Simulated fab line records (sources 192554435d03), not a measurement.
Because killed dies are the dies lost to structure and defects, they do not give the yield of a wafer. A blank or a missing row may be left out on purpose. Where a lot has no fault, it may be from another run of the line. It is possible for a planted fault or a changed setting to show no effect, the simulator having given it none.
The tool behind it: which one? / flow n5-finfet / 9 lots, 27 wafers sampled, at 5 steps of a route of 1938

WHAT THE GAUGES READ, wafer by wafer
N5_BEOL_M4_RC_MEAS_101. Usual: DIBL_N 37.3 mV/V, standard deviation 2.3; DIBL_P 37.4 mV/V, standard deviation 2.9; IOFF_N 0.18 nA/um, standard deviation 0.045; IOFF_P 0.25 nA/um, standard deviation 0.054; ION_N 679 uA/um, standard deviation 15; ION_P 468 uA/um, standard deviation 9.7; SS_N 71.8 mV/dec, standard deviation 0.62; SS_P 73.6 mV/dec, standard deviation 0.76; VT_N 248 mV, standard deviation 4.1; VT_P -248 mV, standard deviation 3.6.
lot=L868; measured=day 7 19:43; on=prober-02; DIBL_N (mV/V)=40.0 36.8 42.1; DIBL_P (mV/V)=39.1 35.1 40.9; IOFF_N (nA/um)=0.22 0.16 0.27; IOFF_P (nA/um)=0.33 0.23 0.35; ION_N (uA/um)=686 680 691; ION_P (uA/um)=470 469 472; SS_N (mV/dec)=71.7 71.4 72.3; SS_P (mV/dec)=73.7 73.0 74.2; VT_N (mV)=242 249 243; VT_P (mV)=-242 -248 -241; flag=
lot=L871; measured=day 8 21:13; on=prober-01; DIBL_N (mV/V)=37.0 32.8 34.7; DIBL_P (mV/V)=38.6 32.4 35.2; IOFF_N (nA/um)=0.17 0.09 0.12; IOFF_P (nA/um)=0.24 0.14 0.18; ION_N (uA/um)=697 651 666; ION_P (uA/um)=480 450 459; SS_N (mV/dec)=71.6 71.4 71.6; SS_P (mV/dec)=72.8 71.4 72.1; VT_N (mV)=247 259 253; VT_P (mV)=-249 -254 -249; flag=
lot=L870; measured=day 8 21:56; on=prober-02; DIBL_N (mV/V)=33.6 32.9 37.0; DIBL_P (mV/V)=32.9 33.4 36.0; IOFF_N (nA/um)=0.12 0.12 0.18; IOFF_P (nA/um)=0.20 0.20 0.24; ION_N (uA/um)=655 667 675; ION_P (uA/um)=456 469 464; SS_N (mV/dec)=71.0 70.7 71.3; SS_P (mV/dec)=73.3 72.9 73.5; VT_N (mV)=252 255 247; VT_P (mV)=-247 -248 -249; flag=
lot=L877; measured=day 10 02:01; on=prober-02; DIBL_N (mV/V)=39.1 38.3 41.6; DIBL_P (mV/V)=39.9 37.7 44.0; IOFF_N (nA/um)=0.21 0.19 0.27; IOFF_P (nA/um)=0.28 0.24 0.34; ION_N (uA/um)=685 680 706; ION_P (uA/um)=467 461 480; SS_N (mV/dec)=71.8 71.5 73.0; SS_P (mV/dec)=74.1 72.9 75.6; VT_N (mV)=245 248 244; VT_P (mV)=-247 -249 -245; flag=
lot=L882; measured=day 11 02:22; on=prober-01; DIBL_N (mV/V)=38.6 37.7 35.2; DIBL_P (mV/V)=39.5 38.2 35.6; IOFF_N (nA/um)=0.19 0.17 0.12; IOFF_P (nA/um)=0.26 0.25 0.21; ION_N (uA/um)=668 683 647; ION_P (uA/um)=457 469 448; SS_N (mV/dec)=72.1 72.4 72.0; SS_P (mV/dec)=74.2 73.5 74.0; VT_N (mV)=248 248 253; VT_P (mV)=-251 -251 -252; flag=
lot=L881; measured=day 11 20:29; on=prober-02; DIBL_N (mV/V)=39.9 33.8 36.5; DIBL_P (mV/V)=41.6 33.4 36.2; IOFF_N (nA/um)=0.25 0.12 0.15; IOFF_P (nA/um)=0.33 0.18 0.22; ION_N (uA/um)=703 675 658; ION_P (uA/um)=481 470 465; SS_N (mV/dec)=71.6 71.2 71.5; SS_P (mV/dec)=73.8 72.9 73.8; VT_N (mV)=245 252 253; VT_P (mV)=-243 -251 -247; flag=
lot=L887; measured=day 12 10:40; on=prober-02; DIBL_N (mV/V)=39.6 41.1 36.8; DIBL_P (mV/V)=38.4 40.5 33.9; IOFF_N (nA/um)=0.19 0.23 0.14; IOFF_P (nA/um)=0.25 0.32 0.17; ION_N (uA/um)=683 682 653; ION_P (uA/um)=464 467 449; SS_N (mV/dec)=71.9 73.4 71.7; SS_P (mV/dec)=74.1 74.8 72.3; VT_N (mV)=248 246 255; VT_P (mV)=-251 -244 -253; flag=
lot=L888; measured=day 13 04:02; on=prober-01; DIBL_N (mV/V)=38.4 36.2 38.8; DIBL_P (mV/V)=38.8 35.8 39.9; IOFF_N (nA/um)=0.19 0.15 0.20; IOFF_P (nA/um)=0.27 0.22 0.29; ION_N (uA/um)=677 662 677; ION_P (uA/um)=475 462 469; SS_N (mV/dec)=71.7 71.6 72.2; SS_P (mV/dec)=73.7 72.5 73.6; VT_N (mV)=246 252 248; VT_P (mV)=-244 -245 -245; flag=
lot=L891; measured=day 13 13:46; on=prober-02; DIBL_N (mV/V)=38.2 37.2 34.7; DIBL_P (mV/V)=36.8 36.0 33.0; IOFF_N (nA/um)=0.19 0.18 0.13; IOFF_P (nA/um)=0.30 0.26 0.21; ION_N (uA/um)=680 681 675; ION_P (uA/um)=476 468 472; SS_N (mV/dec)=71.5 71.3 71.0; SS_P (mV/dec)=73.7 73.0 72.6; VT_N (mV)=246 246 251; VT_P (mV)=-242 -246 -248; flag=

WHICH TOOL RAN EACH LOT (tool, then ch and the chambers of the sampled wafers, then the start)
lot=L868; N5_BEOL_M1_ALD_98=ald-sin-03 ch 0,1, day 6 04:01; N5_BEOL_M1_STRIP_97=rie-diel-05 ch 1,3, day 6 04:58 or earlier; N5_BEOL_M1_ALD_84=ald-metal-04 ch 0,1, day 6 04:58; N5_BEOL_M1_SPUTTER_81=pvd-sputter-01, day 6 06:14
lot=L871; N5_BEOL_M1_ALD_98=ald-sin-03 ch 1,3, day 7 06:03; N5_BEOL_M1_STRIP_97=rie-diel-03 ch 1,3, day 7 09:11 or earlier; N5_BEOL_M1_ALD_84=ald-metal-04 ch 2,3, day 7 09:11; N5_BEOL_M1_SPUTTER_81=pvd-sputter-02, day 7 10:07
lot=L870; N5_BEOL_M1_ALD_98=ald-sin-02 ch 0,1,3, day 7 06:17; N5_BEOL_M1_STRIP_97=rie-diel-03 ch 2,3, day 7 10:20 or earlier; N5_BEOL_M1_ALD_84=ald-metal-02 ch 0,2,3, day 7 10:20; N5_BEOL_M1_SPUTTER_81=pvd-sputter-03, day 7 11:20
lot=L877; N5_BEOL_M1_ALD_98=ald-sin-02 ch 0,1, day 8 13:01; N5_BEOL_M1_STRIP_97=rie-diel-05 ch 0,1, day 8 14:42 or earlier; N5_BEOL_M1_ALD_84=ald-metal-04 ch 2,3, day 8 14:42; N5_BEOL_M1_SPUTTER_81=pvd-sputter-02, day 8 15:46
lot=L882; N5_BEOL_M1_ALD_98=ald-sin-02 ch 1,2,3, day 9 16:04; N5_BEOL_M1_STRIP_97=rie-diel-03 ch 1,2, day 9 18:17 or earlier; N5_BEOL_M1_ALD_84=ald-metal-04 ch 2,3, day 9 18:17; N5_BEOL_M1_SPUTTER_81=pvd-sputter-01, day 9 19:22
lot=L881; N5_BEOL_M1_ALD_98=ald-sin-02 ch 0,1, day 9 16:09; N5_BEOL_M1_STRIP_97=rie-diel-01 ch 0,1, day 10 00:07 or earlier; N5_BEOL_M1_ALD_84=ald-metal-04 ch 0,3, day 10 00:07; N5_BEOL_M1_SPUTTER_81=pvd-sputter-01, day 10 01:07
lot=L887; N5_BEOL_M1_ALD_98=ald-sin-04 ch 0,2,3, day 10 19:44; N5_BEOL_M1_STRIP_97=rie-diel-03 ch 1,3, day 10 22:42 or earlier; N5_BEOL_M1_ALD_84=ald-metal-04 ch 1,2,3, day 10 22:42; N5_BEOL_M1_SPUTTER_81=pvd-sputter-01, day 10 23:52
lot=L888; N5_BEOL_M1_ALD_98=ald-sin-02 ch 2,3, day 11 00:23; N5_BEOL_M1_STRIP_97=rie-diel-05 ch 2,3, day 11 01:43 or earlier; N5_BEOL_M1_ALD_84=ald-metal-04 ch 0,2, day 11 01:43; N5_BEOL_M1_SPUTTER_81=pvd-sputter-02, day 11 03:08
lot=L891; N5_BEOL_M1_ALD_98=ald-sin-02 ch 0,2,3, day 12 00:21; N5_BEOL_M1_STRIP_97=rie-diel-01 ch 0,2,3, day 12 03:08 or earlier; N5_BEOL_M1_ALD_84=ald-metal-02 ch 2,3, day 12 03:08; N5_BEOL_M1_SPUTTER_81=pvd-sputter-01, day 12 04:07
- N5_BEOL_M1_ALD_98: deposits SiO2, target thk 2.5 nm, pulse time 1 s, co reactant pulse time 1 s.
- N5_BEOL_M1_STRIP_97: strips in N2/H2, time 10 s.
- N5_BEOL_M1_ALD_84: deposits TaN, pulse time 2 s, purge time 3 s, co reactant purge time 2 s.
- N5_BEOL_M1_SPUTTER_81: material Cu, target thk 4.5 nm, time 8.29 s.

AS READ BY THE TOOLS THEMSELVES (means over the sampled wafers that have a number; for cases with no such wafer, the mark the record gives instead)
N5_BEOL_M1_ALD_98. Usual: heater-power-w 80 W, standard deviation 6.9; precursor-pulse-height-rel 0.996, standard deviation 0.019.
lot=L868; tool=ald-sin-03; heater-power-w (W)=72; precursor-pulse-height-rel=1.000; flag=
lot=L871; tool=ald-sin-03; heater-power-w (W)=82; precursor-pulse-height-rel=0.986; flag=
lot=L870; tool=ald-sin-02; heater-power-w (W)=77; precursor-pulse-height-rel=1.010; flag=
lot=L877; tool=ald-sin-02; heater-power-w (W)=76; precursor-pulse-height-rel=0.977; flag=
lot=L882; tool=ald-sin-02; heater-power-w (W)=80; precursor-pulse-height-rel=0.981; flag=
lot=L881; tool=ald-sin-02; heater-power-w (W)=75; precursor-pulse-height-rel=1.011; flag=
lot=L887; tool=ald-sin-04; heater-power-w (W)=81; precursor-pulse-height-rel=1.002; flag=
lot=L888; tool=ald-sin-02; heater-power-w (W)=79; precursor-pulse-height-rel=1.017; flag=
lot=L891; tool=ald-sin-02; heater-power-w (W)=77; precursor-pulse-height-rel=1.006; flag=

N5_BEOL_M1_STRIP_97. Usual: chamber-pressure-mTorr 19.998 mTorr, standard deviation 0.016; drypump-motor-current-A 5.8 A, standard deviation 0.52; oes-product-au 0.81 a.u., standard deviation 0.097; rf-vpp-V 59.0 V, standard deviation 0.88; showerhead-plenum-p-Torr 2.51 Torr, standard deviation 0.065; throttle-valve-pct 23.63 %, standard deviation 0.27.
lot=L868; tool=rie-diel-05; chamber-pressure-mTorr (mTorr)=20.000; drypump-motor-current-A (A)=5.5; oes-product-au (a.u.)=0.95; rf-vpp-V (V)=60.0; showerhead-plenum-p-Torr (Torr)=2.61; throttle-valve-pct (%)=23.70; flag=
lot=L871; tool=rie-diel-03; chamber-pressure-mTorr (mTorr)=19.991; drypump-motor-current-A (A)=5.8; oes-product-au (a.u.)=0.94; rf-vpp-V (V)=59.6; showerhead-plenum-p-Torr (Torr)=2.51; throttle-valve-pct (%)=23.74; flag=
lot=L870; tool=rie-diel-03; chamber-pressure-mTorr (mTorr)=19.985; drypump-motor-current-A (A)=5.6; oes-product-au (a.u.)=0.80; rf-vpp-V (V)=58.8; showerhead-plenum-p-Torr (Torr)=2.51; throttle-valve-pct (%)=23.90; flag=
lot=L877; tool=rie-diel-05; chamber-pressure-mTorr (mTorr)=20.010; drypump-motor-current-A (A)=5.7; oes-product-au (a.u.)=0.81; rf-vpp-V (V)=58.9; showerhead-plenum-p-Torr (Torr)=2.53; throttle-valve-pct (%)=23.47; flag=
lot=L882; tool=rie-diel-03; chamber-pressure-mTorr (mTorr)=20.017; drypump-motor-current-A (A)=4.9; oes-product-au (a.u.)=0.84; rf-vpp-V (V)=59.3; showerhead-plenum-p-Torr (Torr)=2.50; throttle-valve-pct (%)=23.91; flag=
lot=L881; tool=rie-diel-01; chamber-pressure-mTorr (mTorr)=20.014; drypump-motor-current-A (A)=5.8; oes-product-au (a.u.)=0.68; rf-vpp-V (V)=58.3; showerhead-plenum-p-Torr (Torr)=2.43; throttle-valve-pct (%)=23.65; flag=
lot=L887; tool=rie-diel-03; chamber-pressure-mTorr (mTorr)=19.983; drypump-motor-current-A (A)=5.8; oes-product-au (a.u.)=0.88; rf-vpp-V (V)=57.8; showerhead-plenum-p-Torr (Torr)=2.50; throttle-valve-pct (%)=23.78; flag=
lot=L888; tool=rie-diel-05; chamber-pressure-mTorr (mTorr)=19.990; drypump-motor-current-A (A)=5.6; oes-product-au (a.u.)=0.90; rf-vpp-V (V)=59.1; showerhead-plenum-p-Torr (Torr)=2.60; throttle-valve-pct (%)=23.82; flag=
lot=L891; tool=rie-diel-01; chamber-pressure-mTorr (mTorr)=20.005; drypump-motor-current-A (A)=6.0; oes-product-au (a.u.)=0.76; rf-vpp-V (V)=57.9; showerhead-plenum-p-Torr (Torr)=2.47; throttle-valve-pct (%)=23.54; flag=

N5_BEOL_M1_ALD_84. Usual: heater-power-w reads 433 W (standard deviation 40).
lot=L868; tool=ald-metal-04; heater-power-w (W)=435; flag=
lot=L871; tool=ald-metal-04; heater-power-w (W)=398; flag=
lot=L870; tool=ald-metal-02; heater-power-w (W)=432; flag=
lot=L877; tool=ald-metal-04; heater-power-w (W)=445; flag=
lot=L882; tool=ald-metal-04; heater-power-w (W)=410; flag=
lot=L881; tool=ald-metal-04; heater-power-w (W)=383; flag=
lot=L887; tool=ald-metal-04; heater-power-w (W)=433; flag=
lot=L888; tool=ald-metal-04; heater-power-w (W)=467; flag=
lot=L891; tool=ald-metal-02; heater-power-w (W)=433; flag=

N5_BEOL_M1_SPUTTER_81. Usual: throttle-valve-pct reads 29.8 % (standard deviation 1.1).
lot=L868; tool=pvd-sputter-01; throttle-valve-pct (%)=30.5; flag=
lot=L871; tool=pvd-sputter-02; throttle-valve-pct (%)=30.1; flag=
lot=L870; tool=pvd-sputter-03; throttle-valve-pct (%)=28.9; flag=
lot=L877; tool=pvd-sputter-02; throttle-valve-pct (%)=29.9; flag=
lot=L882; tool=pvd-sputter-01; throttle-valve-pct (%)=30.7; flag=
lot=L881; tool=pvd-sputter-01; throttle-valve-pct (%)=29.5; flag=
lot=L887; tool=pvd-sputter-01; throttle-valve-pct (%)=30.3; flag=
lot=L888; tool=pvd-sputter-02; throttle-valve-pct (%)=30.1; flag=
lot=L891; tool=pvd-sputter-01; throttle-valve-pct (%)=29.6; flag=

THE ANSWER, worked out from the rows above alone
Rule: a lot counts as off when the mean over its wafers that have a number is more than 3 standard deviations away from the usual mean. Also off: a lot with no number at a reading for which 4 or more lots have one. Any other lot the step has rows for is counted as sound. After the gauges, taken in route order, come the tools' own readings; for these a lot's mean is taken, as printed above. At the first step where some lot is off, the reading lying furthest off is the one used; lots without a number count as furthest.
Nothing can be told from this: no lot is off at any reading shown.

WHAT THE SIMULATOR HAD PUT IN
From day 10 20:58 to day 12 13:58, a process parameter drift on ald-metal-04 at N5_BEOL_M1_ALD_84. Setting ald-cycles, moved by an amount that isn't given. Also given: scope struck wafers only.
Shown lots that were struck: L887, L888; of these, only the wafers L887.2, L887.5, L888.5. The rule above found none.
